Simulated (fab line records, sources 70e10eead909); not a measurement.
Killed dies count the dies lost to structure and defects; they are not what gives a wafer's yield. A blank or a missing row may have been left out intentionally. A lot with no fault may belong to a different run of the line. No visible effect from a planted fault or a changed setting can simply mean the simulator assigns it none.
fab line records	flow nandHarc
record lots=13	wafers=38	lastDay=29
route steps=1159 shown A_CHANNEL_HOLE_D1@475 A_CHANNEL_FILL_D1@493 END@1159
lots with no fault: from the same line, run without faults
startH: hours from the record's opening day to when the first of the lot's shown wafers began	waitH: how many hours have passed since the lot's step before this one	" the same as in the row above	L1.1+2: several wafers, shown together as one row	- value missing, or start not given	* or withheld: withheld	< > ~ a bound
route shown NAME@n: NAME is a module with steps in the file, n the number in the route of the first one	usual: average and standard deviation across the fault-free wafers	same: alike in all rows	chamber/n: place in a boat	sites: per-site readings	_std_site: the standard deviation of these	_edge_site: the outer-site mean with the inner-site mean subtracted	radiusMm: for every site, how far away it sits from the centre of the wafer	mask NAME#n: copy n	behind: the most recent tool/chamber to have shaped the wafer	hold: reason for holding the lot/hours on hold/outcome of the hold	device: the transistor (n, p or np) that didn't switch	end of line: the tests these same wafers got at the end of their route	a step with no rows: only its recipe	killed: dies lost to structure and defects at the first sort, not the wafer's yield	map: the dies of a wafer, with x for killed, . for not killed, _ for no die there
set.NAME: the setting the step ran with; set.NAME@STEP: the setting that earlier step ran with	model.NAME: the simulator's own value behind a step, which no gauge read
the route's steps for a sample of lots (tables are steps, rows are wafers)
services: the hour from which a tool's chamber was out of use, counted from the record's first day as startH (under 0 if before that day), plus the number of hours and why
## steps
# step NHARC_A_CHANNEL_HOLE_D1_ETCH_23
# recipe biasV=5000	sourceW=withheld	pressureMtorr=20	timeS=819	arFlowSccm=375	c4f8FlowSccm=89.3	o2FlowSccm=35.7	tempC=-20	targetDepthA=16000	chemistry=C4F8/O2/Ar
# usual drypumpMotorCurrentA=6.0/0.66	showerheadPlenumPTorr=3.73/0.068	throttleValvePct=32.154/0.009
lot.wafer	tool	chamber	startH	waitH	drypumpMotorCurrentA	rfHoursCounterH	showerheadPlenumPTorr	throttleValvePct
L463.1	harEtch-02	1	240.18	0.5	5.5	113	3.79	32.172
L463.6	"	0	"	"	5.3	-	3.71	32.148
L463.5	"	1	"	"	5.5	-	3.79	32.141
L467.1	harEtch-02	1	244.25	0.5	5.6	117	3.79	32.151
L467.3	"	1	"	"	5.6	-	3.79	32.157
L467.6	"	0	"	"	5.3	-	3.71	32.152
L464.1	harEtch-01	1	247.98	0.5	6.8	199	3.64	32.158
L464.2	"	0	"	"	6.7	199	3.82	32.154
L464.5	"	0	"	"	6.7	-	3.82	32.146
L465.2	harEtch-02	0	248.40	0.5	5.3	121	3.71	32.151
L465.1	"	1	"	"	5.6	121	3.79	32.160
L465.6	"	0	"	"	5.3	-	3.71	32.154
L468.4	harEtch-02	0	254.56	0.5	5.3	-	3.71	32.158
L468.6	"	1	"	"	5.6	-	3.79	32.152
L468.5	"	0	"	"	5.3	-	3.71	32.163
L471.1	harEtch-02	0	258.38	0.5	5.3	130	3.70	32.147
L471.2	"	1	"	"	5.6	130	3.78	32.155
L471.5	"	1	"	"	5.6	-	3.78	32.144
L473.2	harEtch-02	1	262.55	0.5	5.6	134	3.78	32.153
L473.4	"	1	"	"	5.6	-	3.78	32.161
L473.5	"	1	"	"	5.6	-	3.78	32.127
L477.1	harEtch-02	1	270.99	0.5	5.6	142	3.78	32.167
L477.4	"	1	"	"	5.6	-	3.78	32.150
L481.1	harEtch-02	0	275.02	0.5	5.3	146	3.70	32.157
L481.2	"	1	"	"	5.6	146	3.78	32.141
L481.6	"	1	"	"	5.6	-	3.78	32.157
L480.4	harEtch-02	1	279.53	0.5	5.6	-	3.77	32.146
L480.5	"	0	"	"	5.3	-	3.69	32.154
L480.6	"	1	"	"	5.6	-	3.77	32.170
L482.2	harEtch-01	0	286.32	0.5	6.7	232	3.80	32.146
L482.1	"	1	"	"	6.8	232	3.62	32.152
L482.6	"	0	"	"	6.7	-	3.80	32.161
L485.1	harEtch-02	0	309.49	0.5	5.3	158	3.69	32.148
L485.4	"	0	"	"	5.3	-	3.69	32.157
L485.5	"	0	"	"	5.3	-	3.69	32.148
L486.1	harEtch-02	0	313.66	0.5	5.3	162	3.69	32.129
L486.2	"	1	"	"	5.6	162	3.77	32.154
L486.6	"	0	"	"	5.3	-	3.69	32.141
# step NHARC_A_CHANNEL_HOLE_D1_ETCH_25
# recipe biasV=5000	sourceW=withheld	pressureMtorr=20	timeS=1040.2	arFlowSccm=375	c4f8FlowSccm=93.8	o2FlowSccm=31.2	tempC=-20	targetDepthA=15000	chemistry=C4F8/O2/Ar
# usual drypumpMotorCurrentA=6.0/0.66	showerheadPlenumPTorr=3.73/0.068	throttleValvePct=32.235/0.0095
lot.wafer	tool	chamber	startH	waitH	drypumpMotorCurrentA	rfHoursCounterH	showerheadPlenumPTorr	throttleValvePct
L463.1	harEtch-02	1	241.68	0.7	5.6	115	3.79	32.251
L463.6	"	0	"	"	5.3	-	3.71	32.238
L463.5	"	1	"	"	5.6	-	3.79	32.234
L467.1	harEtch-02	1	245.70	0.6	5.6	119	3.79	32.235
L467.3	"	1	"	"	5.6	-	3.79	32.234
L467.6	"	0	"	"	5.3	-	3.71	32.241
L464.1	harEtch-01	1	249.44	0.6	6.8	200	3.64	32.240
L464.2	"	0	"	"	6.7	200	3.82	32.232
L464.5	"	0	"	"	6.7	-	3.81	32.247
L465.2	harEtch-02	0	249.86	0.6	5.3	123	3.70	32.249
L465.1	"	1	"	"	5.6	123	3.78	32.221
L465.6	"	0	"	"	5.3	-	3.70	32.222
L468.4	harEtch-02	0	256.12	0.7	5.3	-	3.70	32.241
L468.6	"	1	"	"	5.6	-	3.78	32.240
L468.5	"	0	"	"	5.3	-	3.70	32.222
L471.1	harEtch-02	0	259.84	0.6	5.3	132	3.70	32.241
L471.2	"	1	"	"	5.6	132	3.78	32.229
L471.5	"	1	"	"	5.6	-	3.78	32.225
L473.2	harEtch-02	1	264.00	0.6	5.6	136	3.78	32.224
L473.4	"	1	"	"	5.6	-	3.78	32.257
L473.5	"	1	"	"	5.6	-	3.78	32.258
L477.1	harEtch-02	1	272.47	0.7	5.6	144	3.77	32.228
L477.4	"	1	"	"	5.6	-	3.77	32.232
L481.1	harEtch-02	0	276.49	0.6	5.3	148	3.69	32.233
L481.2	"	1	"	"	5.6	148	3.77	32.248
L481.6	"	1	"	"	5.6	-	3.77	32.244
L480.4	harEtch-02	1	281.09	0.7	5.6	-	3.77	32.237
L480.5	"	0	"	"	5.3	-	3.69	32.218
L480.6	"	1	"	"	5.6	-	3.77	32.214
L482.2	harEtch-01	0	287.77	0.6	6.7	233	3.80	32.241
L482.1	"	1	"	"	6.8	233	3.62	32.244
L482.6	"	0	"	"	6.7	-	3.80	32.217
L485.1	harEtch-02	0	310.94	0.6	5.3	159	3.68	32.232
L485.4	"	0	"	"	5.3	-	3.68	32.241
L485.5	"	0	"	"	5.3	-	3.68	32.229
L486.1	harEtch-02	0	315.12	0.6	5.3	163	3.68	32.243
L486.2	"	1	"	"	5.6	163	3.76	32.230
L486.6	"	0	"	"	5.3	-	3.68	32.237
# step NHARC_A_CHANNEL_FILL_D1_ALD_03
# recipe targetThkA=60	pulseTimeS=60	aldCycles=58	tempC=630	pressureTorr=2	material=SiNx
# usual aldCycles=58/0	precursorPulseHeightRel=0.998/0.021
lot.wafer	tool	chamber	startH	waitH	aldCycles	precursorPulseHeightRel
L463.1	aldSinBatch-01	0	-	-	58	0.988
L463.5	"	0	"	"	58	0.987
L463.6	"	0	"	"	58	0.986
L467.1	aldSinBatch-01	0	-	-	58	0.985
L467.3	"	0	"	"	58	0.995
L467.6	"	0	"	"	58	0.965
L464.1	aldSinBatch-03	0	-	-	58	0.990
L464.2	"	0	"	"	58	1.016
L464.5	"	0	"	"	58	0.998
L465.1	aldSinBatch-03	0	-	-	58	1.010
L465.2	"	0	"	"	58	0.964
L465.6	"	0	"	"	58	1.002
L468.4	aldSinBatch-01	0	-	-	58	0.971
L468.5	"	0	"	"	58	0.986
L468.6	"	0	"	"	58	0.998
L471.1	aldSinBatch-03	0	-	-	58	1.007
L471.2	"	0	"	"	58	0.988
L471.5	"	0	"	"	58	1.050
L473.2	aldSinBatch-02	0	-	-	58	1.002
L473.4	"	0	"	"	58	0.992
L473.5	"	0	"	"	58	0.992
L477.1	aldSinBatch-01	0	-	-	58	0.984
L477.4	"	0	"	"	58	0.982
L481.1	aldSinBatch-03	0	-	-	58	0.991
L481.2	"	0	"	"	58	0.989
L481.6	"	0	"	"	58	0.988
L480.4	aldSinBatch-01	0	-	-	58	0.962
L480.5	"	0	"	"	58	0.997
L480.6	"	0	"	"	58	1.007
L482.1	aldSinBatch-03	0	-	-	58	1.025
L482.2	"	0	"	"	58	1.000
L482.6	"	0	"	"	58	1.006
L485.1	aldSinBatch-01	0	-	-	58	0.997
L485.4	"	0	"	"	58	1.025
L485.5	"	0	"	"	58	1.031
L486.1	aldSinBatch-02	0	-	-	58	0.974
L486.2	"	0	"	"	58	0.939
L486.6	"	0	"	"	58	1.008
# step NHARC_A_CHANNEL_FILL_D1_ALD_14
# recipe targetThkA=25	pulseTimeS=10	aldCycles=25	tempC=300	material=SiO2
# usual aldCycles=25/0	heaterPowerW=446/35	precursorPulseHeightRel=0.999/0.021
lot.wafer	tool	chamber	startH	waitH	aldCycles	heaterPowerW	precursorPulseHeightRel
L463.1	aldHk-01	1	254.17	3.1	25	444	0.986
L463.5	"	3	"	"	25	423	0.984
L463.6	"	0	"	"	25	441	0.998
L467.1	aldHk-01	3	255.42	0.2	25	422	1.016
L467.3	"	0	"	"	25	448	0.995
L467.6	"	1	"	"	25	453	0.995
L464.1	aldHk-01	1	261.49	0.0	25	456	0.982
L464.2	"	2	"	"	25	459	0.997
L464.5	"	1	"	"	25	453	1.026
L465.2	aldHk-04	1	261.53	0.1	25	491	0.996
L465.1	"	3	"	"	25	468	0.928
L465.6	"	1	"	"	25	471	0.989
L468.4	aldHk-01	2	266.15	0.1	25	480	0.982
L468.6	"	0	"	"	25	449	0.988
L468.5	"	1	"	"	25	450	0.978
L471.1	aldHk-01	0	269.49	0.1	25	454	0.991
L471.2	"	2	"	"	25	466	0.988
L471.5	"	3	"	"	25	410	0.971
L473.4	aldHk-01	0	273.95	0.3	21	454	0.972
L473.2	"	1	"	"	25	447	1.027
L473.5	"	3	"	"	25	435	1.000
L477.4	aldHk-01	0	283.76	0.2	21	448	0.979
L477.1	"	2	"	"	25	471	1.023
L481.1	aldHk-02	2	290.41	3.5	25	379	1.029
L481.2	"	0	"	"	25	500	1.006
L481.6	"	1	"	"	25	433	1.028
L480.4	aldHk-02	0	291.37	1.1	25	504	1.011
L480.5	"	2	"	"	25	383	1.007
L480.6	"	3	"	"	25	465	0.959
L482.1	aldHk-02	0	301.02	2.3	25	506	1.012
L482.2	"	1	"	"	25	427	1.000
L482.6	"	0	"	"	25	491	1.045
L485.4	aldHk-04	3	323.44	2.5	25	482	1.009
L485.1	"	0	"	"	25	373	1.002
L485.5	"	2	"	"	25	444	1.034
L486.2	aldHk-02	3	326.73	0.1	25	475	1.027
L486.1	"	0	"	"	25	496	0.988
L486.6	"	1	"	"	25	428	1.006
# step NHARC_END_SORT_01
# recipe tempC=25
# usual killedAtArray=29/11	killedAtOther=0.5/0.85	killedAtPeriphery=3.0/2.3	killedDies=33/12	killedOpen=3.3/1.9	killedShort=2.0/1.5
# same grossDies=677
lot.wafer	tool	chamber	startH	waitH	killedAtArray	killedAtOther	killedAtPeriphery	killedDies	killedOpen	killedShort
L465.1	prober-02	0	584.09	2.5	11	0	1	12	3	4
L465.2	prober-02	0	584.88	2.8	14	0	2	16	3	2
L465.6	prober-02	0	588.05	4.0	9	0	2	11	3	0
L471.1	prober-02	0	591.85	2.5	25	0	1	26	4	5
L471.2	prober-02	0	592.66	2.8	19	0	1	20	1	0
L471.5	prober-02	0	595.08	3.7	10	0	1	11	4	1
L468.4	prober-02	0	602.14	3.4	21	0	6	27	3	6
L468.5	prober-02	0	602.95	3.8	16	0	2	18	2	0
L468.6	prober-02	0	603.76	4.1	27	2	7	36	9	3
L477.4	prober-01	0	621.07	3.4	43	0	0	43	3	1
L482.1	prober-02	0	630.93	2.5	43	1	0	44	2	1
L482.2	prober-02	0	631.72	2.8	29	0	3	32	2	4
L482.6	prober-02	0	634.90	4.0	44	1	2	47	1	5
# killed by level:class
L465.1 A_CONTACT:chamberFilmFlake=3 A_WL_FILL:geometricParticle:short=2 A_CHANNEL_HOLE_D1:chamberFilmFlake=2 P_STI:geometricParticle:open=1 A_ONON_D1:geometricParticle:short=1 A_CHANNEL_FILL_D1:geometricParticle:open=1 A_CHANNEL_FILL_D1:geometricParticle:short=1 A_M0:geometricParticle:open=1
L465.2 A_CONTACT:chamberFilmFlake=5 A_CHANNEL_HOLE_D1:chamberFilmFlake=3 A_CONTACT:geometricParticle:open=2 P_GATE:geometricParticle:short=1 A_WL_FILL:geometricParticle:short=1 A_WL_FILL:geometricParticle:open=1 P_STI:chamberFilmFlake=1 A_STAIRCASE:chamberFilmFlake=1
L465.6 A_CHANNEL_HOLE_D1:chamberFilmFlake=5 A_CONTACT:chamberFilmFlake=3 P_CONTACT:geometricParticle:open=1 P_M0:geometricParticle:open=1 A_CHANNEL_HOLE_D1:geometricParticle:open=1
L471.1 A_CHANNEL_HOLE_D1:chamberFilmFlake=7 A_STAIRCASE:chamberFilmFlake=5 A_CONTACT:chamberFilmFlake=4 A_CONTACT:geometricParticle:open=2 A_M0:geometricParticle:open=2 A_M0:geometricParticle:short=2 A_ONON_D1:geometricParticle:short=1 A_CHANNEL_FILL_D1:geometricParticle:short=1
L471.2 A_CHANNEL_HOLE_D1:chamberFilmFlake=6 A_CONTACT:chamberFilmFlake=6 A_ZERO_WELL:chamberFilmFlake=2 A_CONTACT:geometricParticle:open=1 P_BONDPAD:chamberFilmFlake=1 A_STAIRCASE:chamberFilmFlake=1 A_SLIT:chamberFilmFlake=1 A_WL_FILL:chamberFilmFlake=1
L471.5 A_CONTACT:geometricParticle:open=2 A_SLIT:chamberFilmFlake=2 A_CONTACT:chamberFilmFlake=2 P_CONTACT:geometricParticle:open=1 A_CHANNEL_FILL_D1:geometricParticle:short=1 A_WL_FILL:geometricParticle:open=1 A_ZERO_WELL:chamberFilmFlake=1 A_CHANNEL_HOLE_D1:chamberFilmFlake=1
L468.4 A_CHANNEL_HOLE_D1:chamberFilmFlake=4 A_WL_FILL:geometricParticle:short=3 P_ZERO_WELL:chamberFilmFlake=3 A_CONTACT:chamberFilmFlake=3 A_CHANNEL_FILL_D1:geometricParticle:short=2 A_CONTACT:geometricParticle:open=2 P_M1:chamberFilmFlake=2 A_CHANNEL_FILL_D1:chamberFilmFlake=2
L468.5 A_CHANNEL_HOLE_D1:chamberFilmFlake=7 A_STAIRCASE:chamberFilmFlake=3 P_ZERO_WELL:chamberFilmFlake=2 A_SGD_CUT:chamberFilmFlake=2 A_CHANNEL_FILL_D1:geometricParticle:open=1 A_CONTACT:geometricParticle:open=1 A_WL_FILL:chamberFilmFlake=1 A_CONTACT:chamberFilmFlake=1
L468.6 A_CHANNEL_HOLE_D1:chamberFilmFlake=7 A_CONTACT:geometricParticle:open=4 P_ZERO_WELL:chamberFilmFlake=4 A_CONTACT:chamberFilmFlake=4 A_CHANNEL_FILL_D1:chamberFilmFlake=3 A_SGD_CUT:chamberFilmFlake=3 A_ONON_D1:geometricParticle:short=2 A_CHANNEL_FILL_D1:geometricParticle:open=2
L477.4 A_SLIT:chamberFilmFlake=22 A_CHANNEL_HOLE_D1:chamberFilmFlake=7 A_M0:chamberFilmFlake=5 A_STAIRCASE:chamberFilmFlake=2 A_CONTACT:chamberFilmFlake=2 A_CHANNEL_HOLE_D1:geometricParticle:open=1 A_WL_FILL:geometricParticle:open=1 A_BLC:geometricParticle:short=1
L482.1 A_CHANNEL_HOLE_D1:chamberFilmFlake=33 A_STAIRCASE:chamberFilmFlake=3 A_WL_FILL:chamberFilmFlake=2 A_CONTACT:chamberFilmFlake=2 A_ONON_D1:geometricParticle:open=1 A_WL_FILL:geometricParticle:short=1 A_M1:geometricParticle:open=1 THIN_TSV:chamberFilmFlake=1
L482.2 A_CHANNEL_HOLE_D1:chamberFilmFlake=19 A_WL_FILL:chamberFilmFlake=4 A_CONTACT:chamberFilmFlake=2 P_GATE:geometricParticle:short=1 P_CONTACT:geometricParticle:open=1 A_ONON_D1:geometricParticle:short=1 A_CHANNEL_HOLE_D1:geometricParticle:open=1 A_CHANNEL_FILL_D1:geometricParticle:short=1
L482.6 A_CHANNEL_HOLE_D1:chamberFilmFlake=22 A_STAIRCASE:chamberFilmFlake=10 A_WL_FILL:chamberFilmFlake=3 A_CONTACT:chamberFilmFlake=3 A_WL_FILL:geometricParticle:short=2 P_M1:geometricParticle:short=1 A_SOURCE_PLATE:geometricParticle:short=1 A_CONTACT:geometricParticle:open=1
## services
tool	chamber	startH	hours	kind
aldHk-01	-	231.12	10.0	pm
aldHk-01	0	231.12	10.0	ventCycle
aldHk-01	1	231.12	10.0	ventCycle
aldHk-01	2	231.12	10.0	ventCycle
aldHk-01	3	231.12	10.0	ventCycle
aldHk-01	0	241.12	-	clean
aldHk-01	1	241.12	-	clean
aldHk-01	2	241.12	-	clean
aldHk-01	3	241.12	-	clean
aldHk-02	-	252.96	2.7	repair
aldHk-02	-	280.37	10.0	pm
aldHk-02	0	280.37	10.0	ventCycle
aldHk-02	1	280.37	10.0	ventCycle
aldHk-02	2	280.37	10.0	ventCycle
aldHk-02	3	280.37	10.0	ventCycle
aldHk-02	0	290.37	-	clean
aldHk-02	1	290.37	-	clean
aldHk-02	2	290.37	-	clean
aldHk-02	3	290.37	-	clean
harEtch-01	-	305.00	17.0	pm
harEtch-01	0	305.00	17.0	ventCycle
harEtch-01	1	305.00	17.0	ventCycle
aldSinBatch-03	-	314.00	26.0	pm
aldHk-04	-	325.13	0.6	repair
## key
firstSign step=NHARC_A_CHANNEL_FILL_D1_ALD_14	reading=aldCycles	direction=down	sigmas=99+	usual=25	struck=21
effect none on later readings
metAt NHARC_A_CHANNEL_FILL_D1_ALD_14
struckLots L473,L477
struckWafers L473.4,L477.4
testerLeftOut L473,L477
notActingAt NHARC_A_CHANNEL_HOLE_D1_ETCH_23,NHARC_A_CHANNEL_HOLE_D1_ETCH_25,NHARC_A_CHANNEL_FILL_D1_ALD_03
onsetBetween 269.49 273.95
fault kind=processParameterDrift	tool=aldHk-01	chamber=-	onsetH=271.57	steps=NHARC_A_CHANNEL_FILL_D1_ALD_14	channel=aldCycles	offset=-4	shape=step	endH=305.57	scope=struckWafersOnly	actsIn=theseRecipesOnly	stated=25
# testerLeftOut: of these lots the tester's yield and bins aren't shown, on N5 and GAA mostly nor the transistor test; their killed dies are dies lost to structure and defects alone, not to doping, threshold or leakage, so they don't give the yield
